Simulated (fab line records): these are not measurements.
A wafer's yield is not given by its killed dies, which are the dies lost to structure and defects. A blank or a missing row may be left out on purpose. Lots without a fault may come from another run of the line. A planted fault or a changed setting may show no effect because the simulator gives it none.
Which tool did it? || flow nand-harc || 33 wafers from 11 lots sampled at 6 of the route's 1159 steps

== WHAT THE GAUGES READ, wafer by wafer ==
NHARC_THIN_TSV_INSPECT_40. Usual: raw-defect-count reads 477 (standard deviation 91).
{"lot": "L722", "measured": "day 19 08:17", "on": "defect-inspect-01", "raw-defect-count": "416 505 453", "flag": ""}
{"lot": "L723", "measured": "day 19 08:17", "on": "defect-inspect-02", "raw-defect-count": "635 673 553", "flag": ""}
{"lot": "L725", "measured": "day 19 17:07", "on": "defect-inspect-02", "raw-defect-count": "411 521 528", "flag": ""}
{"lot": "L726", "measured": "day 20 06:50", "on": "defect-inspect-01", "raw-defect-count": "479 424 474", "flag": ""}
{"lot": "L727", "measured": "day 20 16:09", "on": "defect-inspect-02", "raw-defect-count": "505 645 360", "flag": ""}
{"lot": "L734", "measured": "day 21 19:15", "on": "defect-inspect-02", "raw-defect-count": "492 529 428", "flag": ""}
{"lot": "L733", "measured": "day 21 19:16", "on": "defect-inspect-01", "raw-defect-count": "542 499 581", "flag": ""}
{"lot": "L738", "measured": "day 23 16:53", "on": "defect-inspect-01", "raw-defect-count": "1991 1756 535", "flag": "OFF"}
{"lot": "L740", "measured": "day 24 01:00", "on": "defect-inspect-01", "raw-defect-count": "641 1791 552", "flag": "OFF"}
{"lot": "L743", "measured": "day 24 14:50", "on": "defect-inspect-02", "raw-defect-count": "529 543 355", "flag": ""}
{"lot": "L742", "measured": "day 25 15:52", "on": "defect-inspect-02", "raw-defect-count": "673 631 496", "flag": ""}

NHARC_END_SORT_01. Usual: defect-limited-yield 95.3 %, standard deviation 1.7; killed-at-array 28, standard deviation 11; killed-at-other 0.7, standard deviation 1.1; killed-at-periphery 2.9, standard deviation 2; killed-dies 32, standard deviation 11; killed-open 3.2, standard deviation 1.8; killed-short 2.0, standard deviation 1.4; sort_bin_2_pct 1.5 %, standard deviation 0.67; sort_bin_3_pct 0.28 %, standard deviation 0.24; sort_bin_4_pct 2.9 %, standard deviation 1.1; sort-n-pass 645, standard deviation 11; sort-rim-yield-pct 95.7 %, standard deviation 2.6; sort-yield-pct 95.3 %, standard deviation 1.7.
{"lot": "L738", "measured": "day 23 21:32", "on": "prober-02", "defect-limited-yield (%)": "78.9 77.8 93.4", "killed-at-array": "39 40 45", "killed-at-other": "102 109 0", "killed-at-periphery": "2 1 0", "killed-dies": "143 150 45", "killed-open": "1 1 1", "killed-short": "1 2 1", "sort_bin_2_pct (%)": "6.8 9.3 2.8", "sort_bin_3_pct (%)": "7.24 6.20 0.59", "sort_bin_4_pct (%)": "7.1 6.6 3.2", "sort-n-pass": "534 527 632", "sort-rim-yield-pct (%)": "91.5 97.2 94.3", "sort-yield-pct (%)": "78.9 77.8 93.4", "flag": "OFF"}
{"lot": "L740", "measured": "day 24 04:02", "on": "prober-01", "defect-limited-yield (%)": "90.8 78.7 91.4", "killed-at-array": "57 33 50", "killed-at-other": "1 104 0", "killed-at-periphery": "4 7 8", "killed-dies": "62 144 58", "killed-open": "2 2 6", "killed-short": "4 2 5", "sort_bin_2_pct (%)": "2.8 5.6 2.4", "sort_bin_3_pct (%)": "0.74 6.79 0.59", "sort_bin_4_pct (%)": "5.6 8.9 5.6", "sort-n-pass": "615 533 619", "sort-rim-yield-pct (%)": "94.3 93.4 95.3", "sort-yield-pct (%)": "90.8 78.7 91.4", "flag": "OFF"}
{"lot": "L743", "measured": "day 24 17:51", "on": "prober-02", "defect-limited-yield (%)": "97.5 96.9 96.8", "killed-at-array": "14 14 14", "killed-at-other": "0 0 1", "killed-at-periphery": "3 7 7", "killed-dies": "17 21 22", "killed-open": "2 4 2", "killed-short": "1 3 2", "sort_bin_2_pct (%)": "0.6 1.2 0.9", "sort_bin_3_pct (%)": "0 0.15 0.44", "sort_bin_4_pct (%)": "1.9 1.8 1.9", "sort-n-pass": "660 656 655", "sort-rim-yield-pct (%)": "97.2 98.1 98.1", "sort-yield-pct (%)": "97.5 96.9 96.8", "flag": ""}

== EACH LOT AND THE TOOL THAT RAN IT (in order: tool; ch and the chambers of the sampled wafers; start) ==
{"lot": "L722", "NHARC_THIN_TSV_DESCUM_14": "rie-diel-01 ch 1,2, day 18 20:44", "NHARC_THIN_TSV_ETCHBACK_48": "rie-diel-07 ch 0,1,3, day 18 22:53", "NHARC_THIN_TSV_PRE_CLEAN_54": "pvd-sputter-03, day 19 01:26", "NHARC_THIN_TSV_STRIP_56": "plasma-asher-01 ch 0, day 19 03:02"}
{"lot": "L723", "NHARC_THIN_TSV_DESCUM_14": "rie-diel-03 ch 0,2,3, day 18 23:13", "NHARC_THIN_TSV_ETCHBACK_48": "rie-diel-03 ch 0,2,3, day 19 01:18", "NHARC_THIN_TSV_PRE_CLEAN_54": "pvd-sputter-03, day 19 03:55", "NHARC_THIN_TSV_STRIP_56": "plasma-asher-01 ch 0,1, day 19 05:42"}
{"lot": "L725", "NHARC_THIN_TSV_DESCUM_14": "rie-diel-03 ch 1,2, day 19 05:06", "NHARC_THIN_TSV_ETCHBACK_48": "rie-diel-07 ch 1,2,3, day 19 07:29", "NHARC_THIN_TSV_PRE_CLEAN_54": "pvd-sputter-03, day 19 10:01", "NHARC_THIN_TSV_STRIP_56": "plasma-asher-01 ch 0,1, day 19 11:52"}
{"lot": "L726", "NHARC_THIN_TSV_DESCUM_14": "rie-diel-01 ch 1,2,3, day 19 17:57", "NHARC_THIN_TSV_ETCHBACK_48": "rie-diel-03 ch 0,3, day 19 20:04", "NHARC_THIN_TSV_PRE_CLEAN_54": "pvd-sputter-02, day 20 00:53", "NHARC_THIN_TSV_STRIP_56": "plasma-asher-02 ch 0,1, day 20 02:39"}
{"lot": "L727", "NHARC_THIN_TSV_DESCUM_14": "rie-diel-03 ch 0,1,3, day 20 04:40", "NHARC_THIN_TSV_ETCHBACK_48": "rie-diel-01 ch 0,2,3, day 20 06:46", "NHARC_THIN_TSV_PRE_CLEAN_54": "pvd-sputter-01, day 20 09:22", "NHARC_THIN_TSV_STRIP_56": "plasma-asher-01 ch 1, day 20 10:56"}
{"lot": "L734", "NHARC_THIN_TSV_DESCUM_14": "rie-diel-03 ch 1,2,3, day 21 07:34", "NHARC_THIN_TSV_ETCHBACK_48": "rie-diel-01 ch 0,2,3, day 21 09:49", "NHARC_THIN_TSV_PRE_CLEAN_54": "pvd-sputter-02, day 21 12:24", "NHARC_THIN_TSV_STRIP_56": "plasma-asher-02 ch 0,1, day 21 14:03"}
{"lot": "L733", "NHARC_THIN_TSV_DESCUM_14": "rie-diel-07 ch 1,2, day 21 08:53", "NHARC_THIN_TSV_ETCHBACK_48": "rie-diel-07 ch 0,1,2, day 21 11:00", "NHARC_THIN_TSV_PRE_CLEAN_54": "pvd-sputter-02, day 21 14:03", "NHARC_THIN_TSV_STRIP_56": "plasma-asher-02 ch 0,1, day 21 15:50"}
{"lot": "L738", "NHARC_THIN_TSV_DESCUM_14": "rie-diel-01 ch 1,2, day 23 05:59", "NHARC_THIN_TSV_ETCHBACK_48": "rie-diel-07 ch 0,3, day 23 08:05", "NHARC_THIN_TSV_PRE_CLEAN_54": "pvd-sputter-01, day 23 10:59", "NHARC_THIN_TSV_STRIP_56": "plasma-asher-01 ch 0,1, day 23 13:46"}
{"lot": "L740", "NHARC_THIN_TSV_DESCUM_14": "rie-diel-03 ch 0,2,3, day 23 12:53", "NHARC_THIN_TSV_ETCHBACK_48": "rie-diel-01 ch 0,3, day 23 15:32", "NHARC_THIN_TSV_PRE_CLEAN_54": "pvd-sputter-03, day 23 18:18", "NHARC_THIN_TSV_STRIP_56": "plasma-asher-01 ch 0,1, day 23 20:03"}
{"lot": "L743", "NHARC_THIN_TSV_DESCUM_14": "rie-diel-03 ch 1,2,3, day 24 03:11", "NHARC_THIN_TSV_ETCHBACK_48": "rie-diel-07 ch 0,3, day 24 05:17", "NHARC_THIN_TSV_PRE_CLEAN_54": "pvd-sputter-02, day 24 07:53", "NHARC_THIN_TSV_STRIP_56": "plasma-asher-02 ch 0,1, day 24 09:36"}
{"lot": "L742", "NHARC_THIN_TSV_DESCUM_14": "rie-diel-07 ch 0,2, day 25 03:47", "NHARC_THIN_TSV_ETCHBACK_48": "rie-diel-07 ch 1,3, day 25 05:52", "NHARC_THIN_TSV_PRE_CLEAN_54": "pvd-sputter-01, day 25 08:31", "NHARC_THIN_TSV_STRIP_56": "plasma-asher-02 ch 0,1, day 25 10:13"}
- NHARC_THIN_TSV_DESCUM_14: chemistry O2, time 3 s.
- NHARC_THIN_TSV_ETCHBACK_48: etches the open film in C4F8/Ar, target depth 1028.5 nm, time 405.17 s.
- NHARC_THIN_TSV_PRE_CLEAN_54: time 30 s.
- NHARC_THIN_TSV_STRIP_56: strips in O2.

== AS READ BY THE TOOLS THEMSELVES (means over the sampled wafers that have a number; for cases with no such wafer, the mark the record gives instead) ==
NHARC_THIN_TSV_DESCUM_14. Usual: drypump-motor-current-A 5.6 A, standard deviation 0.52; oes-product-au 0.997 a.u., standard deviation 0.0099; rf-vpp-V 57.6 V, standard deviation 0.88; showerhead-plenum-p-Torr 1.89 Torr, standard deviation 0.075; throttle-valve-pct 11.311 %, standard deviation 0.0097.
{"lot": "L722", "tool": "rie-diel-01", "drypump-motor-current-A (A)": 5.4, "oes-product-au (a.u.)": 0.991, "rf-vpp-V (V)": 57.7, "showerhead-plenum-p-Torr (Torr)": 1.91, "throttle-valve-pct (%)": 11.306, "flag": ""}
{"lot": "L723", "tool": "rie-diel-03", "drypump-motor-current-A (A)": 5.8, "oes-product-au (a.u.)": 0.994, "rf-vpp-V (V)": 57.7, "showerhead-plenum-p-Torr (Torr)": 1.91, "throttle-valve-pct (%)": 11.320, "flag": ""}
{"lot": "L725", "tool": "rie-diel-03", "drypump-motor-current-A (A)": 6.0, "oes-product-au (a.u.)": 0.983, "rf-vpp-V (V)": 58.2, "showerhead-plenum-p-Torr (Torr)": 1.91, "throttle-valve-pct (%)": 11.313, "flag": ""}
{"lot": "L726", "tool": "rie-diel-01", "drypump-motor-current-A (A)": 5.3, "oes-product-au (a.u.)": 0.988, "rf-vpp-V (V)": 57.5, "showerhead-plenum-p-Torr (Torr)": 1.87, "throttle-valve-pct (%)": 11.314, "flag": ""}
{"lot": "L727", "tool": "rie-diel-03", "drypump-motor-current-A (A)": 5.5, "oes-product-au (a.u.)": 0.999, "rf-vpp-V (V)": 57.2, "showerhead-plenum-p-Torr (Torr)": 1.87, "throttle-valve-pct (%)": 11.312, "flag": ""}
{"lot": "L734", "tool": "rie-diel-03", "drypump-motor-current-A (A)": 5.8, "oes-product-au (a.u.)": 1.008, "rf-vpp-V (V)": 57.5, "showerhead-plenum-p-Torr (Torr)": 1.93, "throttle-valve-pct (%)": 11.313, "flag": ""}
{"lot": "L733", "tool": "rie-diel-07", "drypump-motor-current-A (A)": 6.0, "oes-product-au (a.u.)": 0.990, "rf-vpp-V (V)": 57.3, "showerhead-plenum-p-Torr (Torr)": 1.81, "throttle-valve-pct (%)": 11.299, "flag": ""}
{"lot": "L738", "tool": "rie-diel-01", "drypump-motor-current-A (A)": 5.4, "oes-product-au (a.u.)": 0.987, "rf-vpp-V (V)": 57.5, "showerhead-plenum-p-Torr (Torr)": 1.91, "throttle-valve-pct (%)": 11.311, "flag": ""}
{"lot": "L740", "tool": "rie-diel-03", "drypump-motor-current-A (A)": 5.8, "oes-product-au (a.u.)": 0.993, "rf-vpp-V (V)": 57.9, "showerhead-plenum-p-Torr (Torr)": 1.91, "throttle-valve-pct (%)": 11.310, "flag": ""}
{"lot": "L743", "tool": "rie-diel-03", "drypump-motor-current-A (A)": 5.8, "oes-product-au (a.u.)": 0.999, "rf-vpp-V (V)": 57.9, "showerhead-plenum-p-Torr (Torr)": 1.93, "throttle-valve-pct (%)": 11.312, "flag": ""}
{"lot": "L742", "tool": "rie-diel-07", "drypump-motor-current-A (A)": 5.8, "oes-product-au (a.u.)": 1.006, "rf-vpp-V (V)": 57.7, "showerhead-plenum-p-Torr (Torr)": 1.93, "throttle-valve-pct (%)": 11.316, "flag": ""}

NHARC_THIN_TSV_ETCHBACK_48. Usual: oes-product-au 0.943 a.u., standard deviation 0.029; rf-fwd-power-W 598.9 W, standard deviation 1.7; rf-vpp-V 545 V, standard deviation 3.
{"lot": "L722", "tool": "rie-diel-07", "oes-product-au (a.u.)": 0.995, "rf-fwd-power-W (W)": 598.4, "rf-vpp-V (V)": 544, "flag": ""}
{"lot": "L723", "tool": "rie-diel-03", "oes-product-au (a.u.)": 0.948, "rf-fwd-power-W (W)": 597.3, "rf-vpp-V (V)": 546, "flag": ""}
{"lot": "L725", "tool": "rie-diel-07", "oes-product-au (a.u.)": 0.927, "rf-fwd-power-W (W)": 596.9, "rf-vpp-V (V)": 544, "flag": ""}
{"lot": "L726", "tool": "rie-diel-03", "oes-product-au (a.u.)": 0.945, "rf-fwd-power-W (W)": 598.0, "rf-vpp-V (V)": 544, "flag": ""}
{"lot": "L727", "tool": "rie-diel-01", "oes-product-au (a.u.)": 0.927, "rf-fwd-power-W (W)": 599.8, "rf-vpp-V (V)": 545, "flag": ""}
{"lot": "L734", "tool": "rie-diel-01", "oes-product-au (a.u.)": 0.925, "rf-fwd-power-W (W)": 598.6, "rf-vpp-V (V)": 545, "flag": ""}
{"lot": "L733", "tool": "rie-diel-07", "oes-product-au (a.u.)": 0.927, "rf-fwd-power-W (W)": 597.8, "rf-vpp-V (V)": 546, "flag": ""}
{"lot": "L738", "tool": "rie-diel-07", "oes-product-au (a.u.)": 0.934, "rf-fwd-power-W (W)": 599.6, "rf-vpp-V (V)": 547, "flag": ""}
{"lot": "L740", "tool": "rie-diel-01", "oes-product-au (a.u.)": 1.005, "rf-fwd-power-W (W)": 599.5, "rf-vpp-V (V)": 544, "flag": ""}
{"lot": "L743", "tool": "rie-diel-07", "oes-product-au (a.u.)": 0.928, "rf-fwd-power-W (W)": 597.3, "rf-vpp-V (V)": 545, "flag": ""}
{"lot": "L742", "tool": "rie-diel-07", "oes-product-au (a.u.)": 0.957, "rf-fwd-power-W (W)": 600.1, "rf-vpp-V (V)": 543, "flag": ""}

NHARC_THIN_TSV_PRE_CLEAN_54. Usual: heater-power-w reads 425 W (standard deviation 44).
{"lot": "L722", "tool": "pvd-sputter-03", "heater-power-w (W)": 455, "flag": ""}
{"lot": "L723", "tool": "pvd-sputter-03", "heater-power-w (W)": 442, "flag": ""}
{"lot": "L725", "tool": "pvd-sputter-03", "heater-power-w (W)": 476, "flag": ""}
{"lot": "L726", "tool": "pvd-sputter-02", "heater-power-w (W)": 432, "flag": ""}
{"lot": "L727", "tool": "pvd-sputter-01", "heater-power-w (W)": 420, "flag": ""}
{"lot": "L734", "tool": "pvd-sputter-02", "heater-power-w (W)": 404, "flag": ""}
{"lot": "L733", "tool": "pvd-sputter-02", "heater-power-w (W)": 425, "flag": ""}
{"lot": "L738", "tool": "pvd-sputter-01", "heater-power-w (W)": 423, "flag": ""}
{"lot": "L740", "tool": "pvd-sputter-03", "heater-power-w (W)": 431, "flag": ""}
{"lot": "L743", "tool": "pvd-sputter-02", "heater-power-w (W)": 437, "flag": ""}
{"lot": "L742", "tool": "pvd-sputter-01", "heater-power-w (W)": 461, "flag": ""}

NHARC_THIN_TSV_STRIP_56. Usual: drypump-motor-current-A 5.77 A, standard deviation 0.053; heater-power-w 337 W, standard deviation 25.
{"lot": "L722", "tool": "plasma-asher-01", "drypump-motor-current-A (A)": 5.74, "heater-power-w (W)": 371, "flag": ""}
{"lot": "L723", "tool": "plasma-asher-01", "drypump-motor-current-A (A)": 5.75, "heater-power-w (W)": 331, "flag": ""}
{"lot": "L725", "tool": "plasma-asher-01", "drypump-motor-current-A (A)": 5.74, "heater-power-w (W)": 351, "flag": ""}
{"lot": "L726", "tool": "plasma-asher-02", "drypump-motor-current-A (A)": 5.77, "heater-power-w (W)": 337, "flag": ""}
{"lot": "L727", "tool": "plasma-asher-01", "drypump-motor-current-A (A)": 5.79, "heater-power-w (W)": 328, "flag": ""}
{"lot": "L734", "tool": "plasma-asher-02", "drypump-motor-current-A (A)": 5.77, "heater-power-w (W)": 341, "flag": ""}
{"lot": "L733", "tool": "plasma-asher-02", "drypump-motor-current-A (A)": 5.81, "heater-power-w (W)": 325, "flag": ""}
{"lot": "L738", "tool": "plasma-asher-01", "drypump-motor-current-A (A)": 5.75, "heater-power-w (W)": 341, "flag": ""}
{"lot": "L740", "tool": "plasma-asher-01", "drypump-motor-current-A (A)": 5.75, "heater-power-w (W)": 358, "flag": ""}
{"lot": "L743", "tool": "plasma-asher-02", "drypump-motor-current-A (A)": 5.81, "heater-power-w (W)": 327, "flag": ""}
{"lot": "L742", "tool": "plasma-asher-02", "drypump-motor-current-A (A)": 5.77, "heater-power-w (W)": 341, "flag": ""}

== THE ANSWER, worked out from the rows above alone ==
Rule: take the mean of a lot's wafers that have a number; if it is more than 3 standard deviations from the usual mean, the lot is off. Also off: a lot with no number at a reading for which 4 or more lots have one. All remaining lots with rows at the step are treated as sound. Order of review: gauges by route order, followed by the tools' own readings, for which a lot's mean as printed above is used. At the first step where some lot is off, the reading lying furthest off is the one used; lots without a number count as furthest.
Off: L738, L740 (NHARC_THIN_TSV_INSPECT_40, raw-defect-count).
A tool fits if, at a process step before that reading, it ran every lot that is off, and no sound lot after the first of them. The gauges at NHARC_THIN_TSV_INSPECT_40 aren't tried: what is off there is off at NHARC_END_SORT_01 too, on other tools, and a gauge's error can't cause that. One candidate fits, namely plasma-asher-01 at NHARC_THIN_TSV_STRIP_56. Its last sound lot is L727 (day 20 10:56), its first lot that is off L738 (day 23 13:46): a fault that began between those two fits.

== WHAT WAS PUT IN BY THE SIMULATOR ==
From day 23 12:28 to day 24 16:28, plasma-asher-01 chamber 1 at NHARC_THIN_TSV_STRIP_56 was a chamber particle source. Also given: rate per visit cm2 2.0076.
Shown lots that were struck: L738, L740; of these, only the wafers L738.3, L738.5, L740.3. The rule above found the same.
